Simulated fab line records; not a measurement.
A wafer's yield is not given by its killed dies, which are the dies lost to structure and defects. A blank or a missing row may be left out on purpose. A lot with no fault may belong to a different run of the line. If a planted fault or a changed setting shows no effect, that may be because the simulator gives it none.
fab line records	flow n5_finfet
record lots=6	wafers=18	last_day=20
route steps=1938 shown GATE_CUT@480 BEOL_M4@1111 PASSIVATION@1936
lots that met no fault: taken from a fault-free run of the same line
start_h: hours from the record's opening day to when the first of the lot's shown wafers began	wait_h: hours elapsed since this lot's preceding step	" same as the row above	L1.1+2: one row covering several wafers at once	- no value present, or no start provided	* or withheld: withheld	< > ~ a bound
route shown NAME@n: NAME is a module with steps in the file, n the number in the route of the first one	usual: average and standard deviation across the fault-free wafers	same: alike in all rows	chamber/n: place in a boat	sites: each site's reading	_std_site: the values' standard deviation	_edge_site: outer sites' mean less inner sites'	radius_mm: for every site, how far away it sits from the centre of the wafer	mask NAME#n: copy n	behind: the last tool/chamber to shape the wafer	hold: the reason the lot was held/the length of the hold in hours/how it ended	device: transistor that didn't switch, given as n, p or np	end of line: at the end of the route, the tests of the same wafers	a step with no rows: only its recipe	killed: dies lost to structure and defects at the first sort, not the wafer's yield	map: a wafer's dies, x killed, . not, _ none there
set.NAME: setting as actually run; set.NAME@STEP: the setting as run at that earlier step	model.NAME: the simulator's own value behind a step, which no gauge read
a table for each step, a row for each wafer; lots at some steps of the route
services: from which hour (start_h, from the record's first day; less than 0 if before it) a tool's chamber was out of use, for how many hours, and why
## steps
# step N5_GATE_CUT_COAT_27
# recipe resist=underlayer	temp_c=205	time_s=60	spin_rpm=1500	resist_thk_nm=10
# step N5_GATE_CUT_COAT_07
# recipe resist=CAR-EUV	spin_rpm=1500	resist_thk_nm=30
# step N5_GATE_CUT_EBR_09
# recipe solvent=PGMEA	ebr_width_mm=1.5
# step N5_GATE_CUT_SOFTBAKE_08
# recipe temp_c=110	time_s=60	resist=CAR-EUV
# step N5_GATE_CUT_EXPOSE_10
# recipe mask_id=GATE_CUT	na=0.33	source_shape=annular	sigma_inner=0.35	sigma_outer=0.8	polarization=unpolarized	target_cd_nm=20	dose_mj=43.25
# step N5_GATE_CUT_PEB_11
# recipe peb_temp_c=100	peb_time_s=60	resist=CAR-EUV
# step N5_GATE_CUT_DEVELOP_12
# recipe develop_time_s=30	developer=TMAH	resist=CAR-EUV	rinse_liquid=surfactant_rinse	dry=air_spin	dev_temp_c=23
# step N5_GATE_CUT_CD_MEAS_13
# recipe target_cd_nm=20	landing_energy_ev=500	detector=se_inlens
# usual cd_nm=20.00/0.23
lot.wafer	tool	chamber	start_h	wait_h	cd_nm
L119.1	cd_sem-02	0	134.92	-	20.22
L119.2	"	0	"	"	19.57
L119.4	"	0	"	"	19.84
L121.1	cd_sem-02	0	148.17	-	20.18
L121.2	"	0	"	"	20.32
L121.4	"	0	"	"	20.23
L126.1	cd_sem-03	0	178.63	-	20.08
L126.4	"	0	"	"	20.12
L126.6	"	0	"	"	19.88
L128.1	cd_sem-01	0	190.92	-	19.93
L128.3	"	0	"	"	19.85
L128.5	"	0	"	"	19.72
L131.3	cd_sem-03	0	204.11	-	19.66
L131.4	"	0	"	"	19.93
L131.5	"	0	"	"	19.90
L134.3	cd_sem-03	0	228.05	-	19.70
L134.5	"	0	"	"	19.90
L134.6	"	0	"	"	19.39
# step N5_GATE_CUT_OVL_MEAS_14
# recipe points_per_wafer=522
# usual GATE_CUT_OVL=-0.4/0.71
lot.wafer	tool	chamber	start_h	wait_h	GATE_CUT_OVL[nm]
L119.1	overlay-01	0	134.95	0.0	-0.8
L119.2	"	0	"	"	-0.5
L119.4	"	0	"	"	0.2
L121.1	overlay-01	0	148.20	0.0	0.7
L121.2	"	0	"	"	-0.8
L121.4	"	0	"	"	0.0
L126.1	overlay-01	0	178.67	0.0	-0.7
L126.4	"	0	"	"	-0.1
L126.6	"	0	"	"	-0.5
L128.1	overlay-01	0	190.95	0.0	-0.2
L128.3	"	0	"	"	0.0
L128.5	"	0	"	"	-0.1
L131.3	overlay-01	0	204.15	0.0	0.1
L131.4	"	0	"	"	0.1
L131.5	"	0	"	"	0.6
L134.3	overlay-01	0	228.09	0.0	-0.1
L134.5	"	0	"	"	-1.1
L134.6	"	0	"	"	0.1
# step N5_GATE_CUT_INSPECT_15
# recipe mode=adi	inspect_instrument=brightfield
# usual raw_defect_count=137/45
lot.wafer	tool	chamber	start_h	wait_h	raw_defect_count
L119.1	defect_inspect-02	-	135.01	0.1	67
L119.2	"	-	"	"	68
L119.4	"	-	"	"	94
L121.1	defect_inspect-01	-	148.27	0.1	134
L121.2	"	-	"	"	199
L121.4	"	-	"	"	133
L126.1	defect_inspect-02	-	178.72	0.1	173
L126.4	"	-	"	"	73
L126.6	"	-	"	"	99
L128.1	defect_inspect-02	-	191.01	0.1	107
L128.3	"	-	"	"	127
L128.5	"	-	"	"	154
L131.3	defect_inspect-02	-	204.30	0.2	91
L131.4	"	-	"	"	71
L131.5	"	-	"	"	74
L134.3	defect_inspect-02	-	228.14	0.0	101
L134.5	"	-	"	"	90
L134.6	"	-	"	"	76
# step N5_GATE_CUT_DESCUM_18
# recipe chemistry=O2	time_s=7	source_power_w=50	bias_power_w=20	pressure_mtorr=20	rf_frequency_hz=2.712e+07	temp_c=40	resist=CAR-EUV	o2_flow_sccm=225
# usual drypump_motor_current_A=5.5/0.43	oes_product_au=0.75/0.081	rf_vpp_V=243.4/1.5	showerhead_plenum_p_Torr=2.11/0.077	throttle_valve_pct=20.35/0.21
lot.wafer	tool	chamber	start_h	wait_h	drypump_motor_current_A	oes_product_au	rf_hours_counter_h	rf_vpp_V	showerhead_plenum_p_Torr	throttle_valve_pct
L119.1	rie_diel-05	3	135.04	0.0	4.9	0.71	209	244.7	2.16	20.37
L119.2	"	2	"	"	5.6	0.66	232	241.5	2.00	20.57
L119.4	"	1	"	"	5.4	0.89	36	245.2	2.21	20.06
L121.1	rie_diel-05	3	148.30	0.0	5.0	0.72	213	244.0	2.16	20.37
L121.2	"	0	"	"	5.5	0.71	241	241.3	2.08	20.75
L121.4	"	1	"	"	5.4	0.89	39	244.1	2.21	20.04
L126.1	rie_diel-02	3	178.76	0.0	6.0	0.73	188	241.1	1.99	20.39
L126.4	"	0	"	"	5.0	0.68	234	244.4	2.16	20.24
L126.6	"	2	"	"	5.6	0.74	-	244.4	2.18	20.28
L128.1	rie_diel-03	2	191.26	0.3	5.6	0.68	240	245.5	2.13	20.24
L128.3	"	1	"	"	6.3	0.99	0	242.9	2.05	19.89
L128.5	"	0	"	"	5.1	0.71	-	245.3	2.15	20.38
L131.3	rie_diel-05	1	204.34	0.0	5.4	0.86	59	244.8	2.20	20.09
L131.4	"	2	"	"	5.6	0.66	-	242.4	1.99	20.60
L131.5	"	1	"	"	5.4	0.86	-	244.6	2.20	20.08
L134.3	rie_diel-02	1	228.17	0.0	6.4	0.76	140	241.5	2.01	20.57
L134.5	"	3	"	"	6.0	0.72	-	240.6	1.99	20.42
L134.6	"	0	"	"	5.0	0.67	-	242.7	2.15	20.25
# step N5_GATE_CUT_ETCH_28
# recipe chemistry=N2/H2	target=underlayer	target_depth_a=130	mask_material=CAR-EUV	time_s=10.4	ion_energy_ev=200	pressure_mtorr=30	source_w=840	bias_w=150	n2_flow_sccm=200	h2_flow_sccm=200	ends=cleared
# usual drypump_motor_current_A=5.5/0.43	etch_rf_on_time_s=10.42/0.26	oes_product_au=0.64/0.072	rf_vpp_V=524.4/3	showerhead_plenum_p_Torr=2.55/0.1	throttle_valve_pct=17.70/0.16
lot.wafer	tool	chamber	start_h	wait_h	drypump_motor_current_A	etch_rf_on_time_s	oes_product_au	rf_hours_counter_h	rf_vpp_V	showerhead_plenum_p_Torr	throttle_valve_pct
L119.1	rie_diel-05	3	135.08	0.0	4.9	10.53	0.61	209	525.9	2.60	17.61
L119.2	"	2	"	"	5.6	10.48	0.57	232	521.1	2.39	17.81
L119.4	"	1	"	"	5.5	10.11	0.76	36	527.0	2.70	17.44
L121.1	rie_diel-05	3	148.34	0.0	4.9	10.65	0.59	213	526.8	2.59	17.64
L121.2	"	0	"	"	5.5	10.55	0.60	241	522.6	2.51	18.03
L121.4	"	1	"	"	5.4	10.17	0.76	39	528.1	2.69	17.45
L126.1	rie_diel-02	3	178.79	0.0	6.0	10.61	0.62	188	520.5	2.40	17.65
L126.4	"	0	"	"	5.0	10.61	0.59	234	525.7	2.61	17.67
L126.6	"	2	"	"	5.5	10.89	0.62	-	525.8	2.64	17.74
L128.1	rie_diel-03	2	191.29	0.0	5.6	10.90	0.57	240	526.7	2.61	17.83
L128.3	"	1	"	"	6.4	9.93	0.86	0	524.0	2.49	17.27
L128.5	"	0	"	"	5.1	9.91	0.63	-	525.3	2.61	17.78
L131.3	rie_diel-05	1	204.37	0.0	5.4	10.00	0.74	59	529.0	2.69	17.47
L131.4	"	2	"	"	5.6	10.30	0.56	-	519.1	2.38	17.87
L131.5	"	1	"	"	5.4	9.97	0.74	-	528.2	2.69	17.48
L134.3	rie_diel-02	1	228.21	0.0	6.4	10.49	0.65	140	520.7	2.43	17.87
L134.5	"	3	"	"	6.0	10.63	0.62	-	521.2	2.40	17.68
L134.6	"	0	"	"	5.0	10.53	0.58	-	527.2	2.61	17.69
# step N5_GATE_CUT_ETCH_36
# recipe chemistry=CF4	target=SiARC	target_depth_a=130	mask_material=CAR-EUV	time_s=21.7	ion_energy_ev=80	pressure_mtorr=40	source_w=545	bias_w=36	Ar_flow_sccm=100	cf4_flow_sccm=100	ends=cleared
# usual drypump_motor_current_A=5.5/0.43	etch_rf_on_time_s=21.8/0.49	oes_product_au=0.64/0.071	rf_vpp_V=184.2/1.4	showerhead_plenum_p_Torr=2.16/0.076	throttle_valve_pct=15.58/0.18
lot.wafer	tool	chamber	start_h	wait_h	drypump_motor_current_A	etch_rf_on_time_s	oes_product_au	rf_hours_counter_h	rf_vpp_V	showerhead_plenum_p_Torr	throttle_valve_pct
L119.1	rie_diel-05	3	135.10	0.0	5.0	29.5	0.51	209	184.1	2.20	15.61
L119.2	"	2	"	"	5.6	21.5	0.58	232	182.0	2.04	15.75
L119.4	"	1	"	"	5.4	20.8	0.78	36	186.7	2.27	15.32
L121.1	rie_diel-05	3	148.36	0.0	4.9	29.8	0.51	213	185.0	2.20	15.61
L121.2	"	0	"	"	5.5	21.9	0.60	241	183.2	2.10	15.88
L121.4	"	1	"	"	5.4	20.9	0.77	39	185.6	2.27	15.33
L126.1	rie_diel-02	3	178.81	0.0	6.0	22.1	0.62	188	183.7	2.06	15.75
L126.4	"	0	"	"	5.0	21.7	0.59	234	185.1	2.20	15.48
L126.6	"	2	"	"	5.5	22.4	0.62	-	186.8	2.20	15.42
L128.1	rie_diel-03	2	191.31	0.0	5.7	22.6	0.57	240	183.9	2.18	15.55
L128.3	"	1	"	"	6.4	21.2	0.84	0	184.8	2.11	15.06
L128.5	"	0	"	"	5.1	21.0	0.62	-	184.4	2.20	15.64
L131.3	rie_diel-05	1	204.39	0.0	5.4	21.0	0.74	59	185.0	2.26	15.36
L131.4	"	2	"	"	5.6	21.7	0.56	-	183.1	2.03	15.78
L131.5	"	1	"	"	5.5	20.9	0.74	-	186.5	2.26	15.37
L134.3	rie_diel-02	1	228.23	0.0	6.4	22.0	0.64	140	184.6	2.08	15.79
L134.5	"	3	"	"	6.0	22.2	0.61	-	181.9	2.06	15.77
L134.6	"	0	"	"	5.0	21.8	0.58	-	185.1	2.20	15.49
# step N5_GATE_CUT_ETCH_37
# recipe chemistry=N2/H2	target=SOC	target_depth_a=600	overetch_a=120	mask_material=SiARC	temp_c=40	time_s=90	ion_energy_ev=200	pressure_mtorr=30	source_w=840	bias_w=150	n2_flow_sccm=200	h2_flow_sccm=200
# usual drypump_motor_current_A=5.5/0.43	oes_product_au=0.67/0.069	rf_vpp_V=524.4/2.9	showerhead_plenum_p_Torr=2.55/0.1	throttle_valve_pct=17.68/0.16
lot.wafer	tool	chamber	start_h	wait_h	drypump_motor_current_A	oes_product_au	rf_hours_counter_h	rf_vpp_V	showerhead_plenum_p_Torr	throttle_valve_pct
L119.1	rie_diel-05	3	135.12	0.0	5.0	0.63	209	527.3	2.60	17.61
L119.2	"	2	"	"	5.6	0.61	232	520.9	2.39	17.78
L119.4	"	1	"	"	5.4	0.79	36	527.4	2.70	17.39
L121.1	rie_diel-05	3	148.38	0.0	5.0	0.63	213	527.4	2.59	17.62
L121.2	"	0	"	"	5.6	0.64	241	522.9	2.51	18.02
L121.4	"	1	"	"	5.4	0.78	39	527.9	2.69	17.42
L126.1	rie_diel-02	3	178.84	0.0	6.0	0.66	188	520.8	2.40	17.62
L126.4	"	0	"	"	5.0	0.63	234	527.1	2.61	17.64
L126.6	"	2	"	"	5.6	0.66	-	526.7	2.64	17.73
L128.1	rie_diel-03	2	191.34	0.0	5.6	0.61	240	526.1	2.61	17.80
L128.3	"	1	"	"	6.4	0.88	0	522.9	2.49	17.23
L128.5	"	0	"	"	5.1	0.64	-	527.3	2.61	17.72
L131.3	rie_diel-05	1	204.42	0.0	5.4	0.76	59	527.0	2.69	17.45
L131.4	"	2	"	"	5.6	0.59	-	520.2	2.38	17.83
L131.5	"	1	"	"	5.4	0.76	-	528.8	2.68	17.43
L134.3	rie_diel-02	1	228.25	0.0	6.4	0.69	140	521.0	2.43	17.83
L134.5	"	3	"	"	6.0	0.66	-	519.4	2.40	17.66
L134.6	"	0	"	"	5.0	0.62	-	525.5	2.61	17.66
# step N5_BEOL_M4_RC_MEAS_101
# usual DIBL_N=36.0/1.9	DIBL_P=35.6/2.2	IOFF_N=0.15/0.031	IOFF_P=0.19/0.032	ION_N=668/11	ION_P=455/7.2	SS_N=71.5/0.65	SS_P=73.4/0.64	VT_N=251/3.6	VT_P=-253/3.3
lot.wafer	tool	chamber	start_h	wait_h	DIBL_N[mV/V]	DIBL_P[mV/V]	IOFF_N[nA/um]	IOFF_P[nA/um]	ION_N[uA/um]	ION_P[uA/um]	SS_N[mV/dec]	SS_P[mV/dec]	VT_N[mV]	VT_P[mV]
L119.1	prober-02	0	247.70	0.0	34.4	33.2	0.13	0.18	664	457	71.7	73.2	256	-251
L119.2	"	0	"	"	32.4	31.0	0.10	0.16	646	454	70.7	72.4	256	-250
L119.4	"	0	"	"	35.5	35.2	0.15	0.21	670	459	71.5	74.2	252	-250
L121.1	prober-01	0	288.16	0.0	35.0	34.0	0.14	0.17	665	455	71.5	73.4	251	-252
L121.2	"	0	"	"	35.0	35.2	0.14	0.19	667	461	70.5	73.4	249	-249
L121.4	"	0	"	"	35.8	35.6	0.16	0.20	677	457	69.9	73.8	247	-251
L126.1	prober-01	0	305.61	0.0	37.3	40.1	0.18	0.23	659	450	72.7	75.0	249	-251
L126.4	"	0	"	"	36.8	37.6	0.17	0.18	673	447	71.9	72.8	249	-256
L126.6	"	0	"	"	33.6	34.6	0.13	0.15	657	451	71.3	72.6	253	-257
L128.1	prober-01	0	322.67	0.0	37.3	35.0	0.15	0.18	665	452	71.6	73.7	250	-254
L128.3	"	0	"	"	39.6	37.6	0.20	0.22	682	458	71.9	73.6	245	-251
L128.5	"	0	"	"	38.5	37.1	0.17	0.22	677	462	71.7	73.7	247	-250
L131.3	prober-02	0	322.74	0.3	36.7	36.8	0.16	0.21	679	462	71.7	74.5	253	-251
L131.4	"	0	"	"	34.6	34.9	0.14	0.19	672	459	71.3	73.6	250	-251
L131.5	"	0	"	"	35.8	36.5	0.16	0.21	668	459	72.2	73.2	254	-250
L134.3	prober-01	0	361.83	0.3	35.6	34.6	0.14	0.20	657	454	71.8	73.5	250	-249
L134.5	"	0	"	"	36.1	34.3	0.14	0.18	666	448	71.8	73.3	255	-252
L134.6	"	0	"	"	35.4	34.2	0.13	0.20	672	464	70.9	73.3	251	-250
# step N5_PASSIVATION_PROBE_49
# usual defect_limited_yield=91.3/1.4	killed_at_M0_to_M3=34/10	killed_at_M4_up=14/5.5	killed_at_contacts=12/6	killed_at_front_end=40/10	killed_at_other=3.0/2.4	killed_dies=103/17	killed_open=68/13	killed_short=34/7.8	sort_bin_5_function=5.1/0.97	sort_bin_6_memory=3.3/0.66	sort_n_pass=1077/17	sort_yield_pct=91.2/1.4
# same gross_dies=1180	killed_at_back_side=0	sort_bin_4_leakage[%]=0	sort_bin_8_speed[%]=0
lot.wafer	tool	chamber	start_h	wait_h	defect_limited_yield[%]	killed_at_M0_to_M3	killed_at_M4_up	killed_at_contacts	killed_at_front_end	killed_at_other	killed_dies	killed_open	killed_short	sort_bin_5_function[%]	sort_bin_6_memory[%]	sort_n_pass	sort_yield_pct[%]
L119.1	prober-01	-	356.61	0.0	91.6	35	14	16	29	5	99	75	24	4.5	3.6	1081	91.6
L119.2	prober-01	-	356.66	0.1	90.0	38	13	19	45	3	118	79	38	5.6	4.2	1062	90.0
L119.4	prober-01	-	356.76	0.2	89.5	42	8	15	49	10	124	73	47	6.8	3.3	1056	89.5
L121.1	prober-01	-	397.34	0.0	91.9	27	11	5	45	8	96	59	37	4.4	3.6	1084	91.9
L121.2	prober-01	-	397.39	0.1	90.7	26	21	14	46	3	110	77	28	6.1	2.9	1070	90.7
L121.4	prober-01	-	397.49	0.2	91.3	32	26	4	39	2	103	67	35	5.3	3.2	1077	91.3
L126.1	prober-01	-	416.60	0.0	90.4	51	20	6	35	1	113	80	33	5.9	3.5	1067	90.4
L126.4	prober-01	-	416.75	0.2	91.4	41	5	8	43	4	101	52	48	4.9	3.3	1079	91.4
L126.6	prober-01	-	416.85	0.3	91.4	33	13	8	47	1	102	67	30	5.1	3.0	1078	91.4
L131.3	prober-02	-	424.53	0.1	90.8	33	23	13	37	3	109	77	32	4.8	4.2	1071	90.8
L131.4	prober-02	-	424.58	0.2	88.6	54	13	12	54	2	135	85	43	7.3	3.2	1045	88.6
L131.5	prober-02	-	424.63	0.2	91.1	34	20	4	44	3	105	76	29	5.2	3.5	1075	91.1
L128.1	prober-02	-	434.67	0.0	91.4	21	20	13	37	10	101	59	41	5.5	2.5	1079	91.4
L128.3	prober-02	-	434.77	0.1	93.6	24	10	9	26	6	75	47	28	4.0	2.2	1105	93.6
L128.5	prober-02	-	434.87	0.2	92.5	31	18	11	26	2	88	44	41	4.3	2.5	1092	92.5
L134.3	prober-02	-	475.40	0.1	89.2	44	6	19	49	9	127	79	46	6.4	3.8	1053	89.2
L134.5	prober-02	-	475.50	0.2	91.8	34	10	7	42	4	97	55	41	4.6	3.0	1083	91.8
L134.6	prober-02	-	475.55	0.3	91.3	21	12	16	49	5	103	66	37	5.0	3.6	1077	91.3
# killed by level:class
L119.1 MOL_CONTACT_COAG:geometric_particle:open=13 BEOL_M0_SAQP:geometric_particle:open=10 FIN_SAQP:geometric_particle:open=7 BEOL_M3:geometric_particle:open=7 BEOL_M4:geometric_particle:open=6 STI_FIN_REVEAL:geometric_particle:open=5 BEOL_M0_SAQP:geometric_particle:short=5 STARTING-WAFER:geometric_particle:open=5
L119.2 MOL_CONTACT_COAG:geometric_particle:open=16 FIN_SAQP:geometric_particle:open=11 FIN_SAQP:geometric_particle:short=11 BEOL_M0_SAQP:geometric_particle:open=10 BEOL_M2:geometric_particle:open=9 BEOL_M1:geometric_particle:open=7 BEOL_M1:geometric_particle:short=5 STARTING-WAFER:geometric_particle:open=5
L119.4 MOL_CONTACT_COAG:geometric_particle:open=13 FIN_SAQP:geometric_particle:open=11 FIN_SAQP:geometric_particle:short=9 GATE_CUT:geometric_particle:short=9 BEOL_M2:geometric_particle:open=9 BEOL_M3:geometric_particle:open=7 BEOL_M0_SAQP:geometric_particle:open=6 BEOL_M0_SAQP:geometric_particle:short=6
L121.1 FIN_SAQP:geometric_particle:short=11 STI_FIN_REVEAL:geometric_particle:open=6 GATE_CUT:geometric_particle:open=6 BEOL_M0_SAQP:geometric_particle:short=6 BEOL_M1:geometric_particle:open=6 BEOL_M4:geometric_particle:open=6 GATE_CUT:geometric_particle:short=5 STARTING-WAFER:geometric_particle:open=5
L121.2 FIN_SAQP:geometric_particle:open=16 MOL_CONTACT_COAG:geometric_particle:open=14 BEOL_M4:geometric_particle:open=9 BEOL_M3:geometric_particle:open=8 FIN_SAQP:geometric_particle:short=6 DUMMY_GATE:geometric_particle:open=6 STI_FIN_REVEAL:geometric_particle:short=5 STI_FIN_REVEAL:geometric_particle:open=5
L121.4 BEOL_M4:geometric_particle:open=13 STI_FIN_REVEAL:geometric_particle:open=10 BEOL_M0_SAQP:geometric_particle:open=7 BEOL_M3:geometric_particle:open=7 GATE_CUT:geometric_particle:short=6 BEOL_M0_SAQP:geometric_particle:short=5 DUMMY_GATE:geometric_particle:open=4 BEOL_M1:geometric_particle:open=4
L126.1 BEOL_M3:geometric_particle:open=13 BEOL_M0_SAQP:geometric_particle:short=11 BEOL_M0_SAQP:geometric_particle:open=9 BEOL_M1:geometric_particle:open=9 BEOL_M4:geometric_particle:open=9 FIN_SAQP:geometric_particle:short=7 MOL_CONTACT_COAG:geometric_particle:open=6 STI_FIN_REVEAL:geometric_particle:open=5
L126.4 FIN_SAQP:geometric_particle:short=14 BEOL_M3:geometric_particle:open=11 BEOL_M0_SAQP:geometric_particle:short=9 MOL_CONTACT_COAG:geometric_particle:open=7 BEOL_M0_SAQP:geometric_particle:open=6 DUMMY_GATE:geometric_particle:open=5 GATE_CUT:geometric_particle:short=5 FIN_SAQP:geometric_particle:open=4
L126.6 STI_FIN_REVEAL:geometric_particle:open=12 BEOL_M3:geometric_particle:open=11 BEOL_M4:geometric_particle:open=9 FIN_SAQP:geometric_particle:short=8 FIN_SAQP:geometric_particle:open=8 MOL_CONTACT_COAG:geometric_particle:open=7 BEOL_M0_SAQP:geometric_particle:short=5 BEOL_M1:geometric_particle:open=5
L131.3 BEOL_M4:geometric_particle:open=16 MOL_CONTACT_COAG:geometric_particle:open=11 FIN_SAQP:geometric_particle:short=9 BEOL_M1:geometric_particle:open=8 STI_FIN_REVEAL:geometric_particle:open=7 BEOL_M2:geometric_particle:open=7 FIN_SAQP:geometric_particle:open=6 STI_FIN_REVEAL:geometric_particle:short=5
L131.4 BEOL_M0_SAQP:geometric_particle:short=17 STI_FIN_REVEAL:geometric_particle:open=12 MOL_CONTACT_COAG:geometric_particle:open=12 FIN_SAQP:geometric_particle:short=10 FIN_SAQP:geometric_particle:open=10 BEOL_M0_SAQP:geometric_particle:open=9 BEOL_M2:geometric_particle:open=9 BEOL_M0:geometric_particle:open=7
L131.5 FIN_SAQP:geometric_particle:open=15 BEOL_M1:geometric_particle:open=11 STI_FIN_REVEAL:geometric_particle:open=10 BEOL_M3:geometric_particle:open=8 BEOL_M5:geometric_particle:open=8 FIN_SAQP:geometric_particle:short=7 BEOL_M4:geometric_particle:open=7 BEOL_M1:geometric_particle:short=5
L128.1 FIN_SAQP:geometric_particle:short=12 MOL_CONTACT_COAG:geometric_particle:open=10 BEOL_M3:geometric_particle:open=8 GATE_CUT:geometric_particle:short=7 BEOL_M4:geometric_particle:open=6 FIN_SAQP:geometric_particle:open=5 BEOL_M3:geometric_particle:short=3 STI_FIN_REVEAL:geometric_particle:open=3
L128.3 MOL_CONTACT_COAG:geometric_particle:open=8 BEOL_M0_SAQP:geometric_particle:open=8 FIN_SAQP:geometric_particle:short=6 FIN_SAQP:geometric_particle:open=5 BEOL_M0_SAQP:geometric_particle:short=5 STI_FIN_REVEAL:geometric_particle:open=4 BEOL_M3:geometric_particle:open=4 BEOL_M4:geometric_particle:open=4
L128.5 BEOL_M0_SAQP:geometric_particle:short=12 MOL_CONTACT_COAG:geometric_particle:open=7 GATE_CUT:geometric_particle:short=6 BEOL_M2:geometric_particle:open=6 BEOL_M4:geometric_particle:short=5 FIN_SAQP:geometric_particle:short=4 GATE_CUT:geometric_particle:open=4 MOL_CONTACT_COAG:geometric_particle:short=4
L134.3 MOL_CONTACT_COAG:geometric_particle:open=17 FIN_SAQP:geometric_particle:short=13 STI_FIN_REVEAL:geometric_particle:open=11 BEOL_M2:geometric_particle:open=10 BEOL_M0_SAQP:geometric_particle:short=9 FIN_SAQP:geometric_particle:open=7 BEOL_M1:geometric_particle:open=7 BEOL_M3:geometric_particle:open=5
L134.5 FIN_SAQP:geometric_particle:short=11 BEOL_M1:geometric_particle:open=9 FIN_SAQP:geometric_particle:open=8 BEOL_M3:geometric_particle:short=7 DUMMY_GATE:geometric_particle:open=5 BEOL_M3:geometric_particle:open=5 STI_FIN_REVEAL:geometric_particle:open=4 MOL_CONTACT_COAG:geometric_particle:open=4
L134.6 FIN_SAQP:geometric_particle:open=14 STI_FIN_REVEAL:geometric_particle:open=12 MOL_CONTACT_COAG:geometric_particle:open=12 FIN_SAQP:geometric_particle:short=8 BEOL_M3:geometric_particle:short=7 GATE_CUT:geometric_particle:short=4 GATE_CUT:geometric_particle:open=4 MOL_CONTACT_COAG:geometric_particle:short=4
## services
tool	chamber	start_h	hours	kind
rie_diel-02	1	125.47	2.9	repair
rie_diel-05	-	154.02	2.8	pm
rie_diel-02	1	154.53	9.8	repair
rie_diel-03	1	154.81	-	clean
rie_diel-03	1	154.81	-	consumable_replace:focus_ring
rie_diel-03	1	154.81	34.2	scheduled_down
rie_diel-03	1	154.81	34.2	vent_cycle
rie_diel-05	3	171.94	12.6	repair
rie_diel-05	0	184.97	-	clean
rie_diel-05	0	184.97	-	consumable_replace:focus_ring
rie_diel-05	0	184.97	23.1	scheduled_down
rie_diel-05	0	184.97	23.1	vent_cycle
rie_diel-03	0	202.03	2.2	repair
rie_diel-05	2	208.17	-	clean
rie_diel-05	2	208.17	-	consumable_replace:esc
rie_diel-05	2	208.17	-	consumable_replace:focus_ring
rie_diel-05	2	208.17	-	consumable_replace:showerhead
rie_diel-05	2	208.17	32.3	scheduled_down
rie_diel-05	2	208.17	32.3	vent_cycle
rie_diel-03	2	225.93	-	clean
rie_diel-03	2	225.93	-	consumable_replace:focus_ring
rie_diel-03	2	225.93	25.0	scheduled_down
rie_diel-03	2	225.93	25.0	vent_cycle
## key
first_sign step=N5_GATE_CUT_ETCH_36	reading=etch_rf_on_time_s	direction=up	sigmas=16	usual=*	struck=*
effect none on later readings
met_at N5_GATE_CUT_ETCH_36
struck_wafers L119.1,L121.1
fault kind=process_parameter_drift	tool=rie_diel-05	chamber=-	onset_h=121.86	steps=N5_GATE_CUT_ETCH_36	channel=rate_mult	offset=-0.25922	shape=step	end_h=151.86	scope=struck_wafers_only
